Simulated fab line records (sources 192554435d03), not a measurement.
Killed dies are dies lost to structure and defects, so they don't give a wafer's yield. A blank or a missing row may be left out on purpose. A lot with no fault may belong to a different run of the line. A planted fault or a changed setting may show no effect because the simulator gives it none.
A lot that was struck, set against a sound lot	flow n5Finfet	36 steps out of a route of 1938
Sound: the wafers L556.1, L556.3, L556.6. Wafers struck: L553.1, L553.4, L553.5. The cause is named last.
Each step with rows lists, per side, the tool, then ch with its chambers, then its first start. Under that, the readings that differ: sound wafers	struck wafers	difference of the means	sigmas: that difference in standard deviations of wafers without a fault.
alike: readings with means less than 2 such deviations apart, plus words and numbers identical on both sides. not compared: withheld readings, readings lacking a value on some wafer, bounds such as >300 that could conceal the same value, and numbers that have no deviation in the record and whose values overlap.
A row with sigmas, a row that says differs or no value, or rows on one side alone: a step with any of these is where the two part. Numbers that don't overlap but have no deviation are shown without sigmas and don't part them. A reading missing from all wafers of one side parts the sides only when that side holds two or more wafers.

first, 9 steps without rows for these wafers: N5_BEOL_M4_ANNEAL_95 (time 240 s); N5_BEOL_M4_SPUTTER_96 (material Cu, target thk 4.5 nm, time 8.29 s); N5_BEOL_M4_ECD_50 (material Cu, target thk 300 nm); N5_BEOL_M4_ANNEAL_51 (time 90 s); N5_BEOL_M4_CMP_52 (polishes, stops on SiOC, t overpolish 6.8 s, target thk 40 nm); N5_BEOL_M4_PRE_CLEAN_60 (time 15 s); N5_BEOL_M4_CO_CAP_55 (material Co, precursor CCTBA/H2, target thk 2 nm, time 102.1 s); N5_BEOL_M4_PRE_CLEAN_56 (time 15 s); N5_BEOL_M4_DEP_57 (deposits SiCN from 3MS/NH3, target thk 8 nm, time 14 s).
N5_BEOL_M4_RC_MEAS_101:
  sound on prober-01 ch 0, day 14 02:31; struck on prober-02 ch 0, day 13 06:28
reading	sound	struck	difference	sigmas
ION_P (uA/um)	472 466 466	448 441 449	-22	-3
VT_P (mV)	-245 -247 -251	-256 -260 -260	-11	-3
  alike: DIBL_N, DIBL_P, IOFF_N, IOFF_P, ION_N, SS_N, SS_P, VT_N
then, 24 steps without rows for these wafers: N5_BEOL_M5_ILD_DEP_00 (deposits SiCOH lowk from DEMS/porogen, target thk 140.64 nm, time 25.9 s); N5_BEOL_M5_CURE_79 (cures SiCOH lowk, time 240 s); N5_BEOL_M5_PECVD_70 (deposits SiO2 from TEOS/O2, target thk 16 nm, time 18 s); N5_BEOL_M5_HM_DEP_02 (deposits TiN, target thk 20 nm); N5_BEOL_M5_COAT_59 (time 60 s, resist thk 60 nm); N5_BEOL_M5_COAT_60 (time 60 s, resist thk 12 nm); N5_BEOL_M5_COAT_71 (time 60 s, resist thk 5 nm); N5_BEOL_M5_COAT_05 (resist thk 30 nm); N5_BEOL_M5_EBR_07; N5_BEOL_M5_SOFTBAKE_06 (time 60 s); N5_BEOL_M5_EXPOSE_08 (exposes mask M5, target cd 28 nm); N5_BEOL_M5_PEB_09 (peb time 60 s); N5_BEOL_M5_DEVELOP_10 (develop time 30 s); N5_BEOL_M5_DESCUM_16 (chemistry O2, time 7 s); N5_BEOL_M5_ETCH_72 (etches underlayer in N2/H2, target depth 6.5 nm, time 5.2 s); N5_BEOL_M5_ETCH_61 (etches SiARC in CF4, target depth 15.6 nm, time 26 s); N5_BEOL_M5_ETCH_62 (etches SOC in N2/H2, target depth 75 nm, overetch 15 nm, time 112.5 s); N5_BEOL_M5_STRIP_63 (strips in N2/H2); N5_BEOL_M5_STRIP_73 (strips in N2/H2); N5_BEOL_M5_STRIP_64 (strips in CF4); N5_BEOL_M5_HM_OPEN_17 (chemistry Cl2/BCl3, target TiN, target depth 20 nm, overetch 6 nm); N5_BEOL_M5_STRIP_19 (strips in O2); N5_BEOL_M5_COAT_65 (time 60 s, resist thk 60 nm); N5_BEOL_M5_COAT_66 (time 60 s, resist thk 12 nm).
-- a jump in the record: the struck wafers' starts before and after are 2 days apart (it breaks off in module BEOL_M5 and resumes in module BEOL_M11, where the first step shown is number 1599 of the route) --
N5_BEOL_M11_DEP_56: deposits SiCN from 3MS/NH3, target thk 30 nm, time 10.5 s.
  sound on pecvd-04 ch 1,2, day 16 07:57; struck on pecvd-04 ch 0,1,2, day 15 17:59
  no value came back on the struck wafers for any of 5 readings (chamberPressureTorr (Torr), rfFwdPowerW (W) and others); on the sound wafers chamberPressureTorr (Torr) reads 2.995 2.991 2.987
  not compared: sinceWetCleanH
N5_PASSIVATION_PROBE_49:
  sound on prober-02, day 18 01:49; struck on prober-01, day 17 13:57
reading	sound	struck	difference	sigmas
defectLimitedYield (%)	93.4 90.8 91.6	0 0 0	-92	-61
killed_at_M4_up	9 12 17	1090 1069 1099	+1073	+99 or more
killedDies	78 108 99	1180 1180 1180	+1085	+64
killedOnRim	10 18 4	152 152 152	+141	+36
sort_bin_5_function (%)	4.2 5.0 4.2	97.1 95.8 96.5	+92.0	+94
sortNPass	1102 1072 1081	0 0 0	-1085	-64
sortYieldPct (%)	93.4 90.8 91.6	0 0 0	-92	-61
  alike: killed_at_M0_to_M3, killedAtContacts, killedAtFrontEnd, killedAtOther, killedOpen, killedShort, sort_bin_6_memory

== WHERE THEY PART ==
Earliest at N5_BEOL_M4_RC_MEAS_101; latest, in this record, at N5_PASSIVATION_PROBE_49.

WHY: what had been put in by the simulator
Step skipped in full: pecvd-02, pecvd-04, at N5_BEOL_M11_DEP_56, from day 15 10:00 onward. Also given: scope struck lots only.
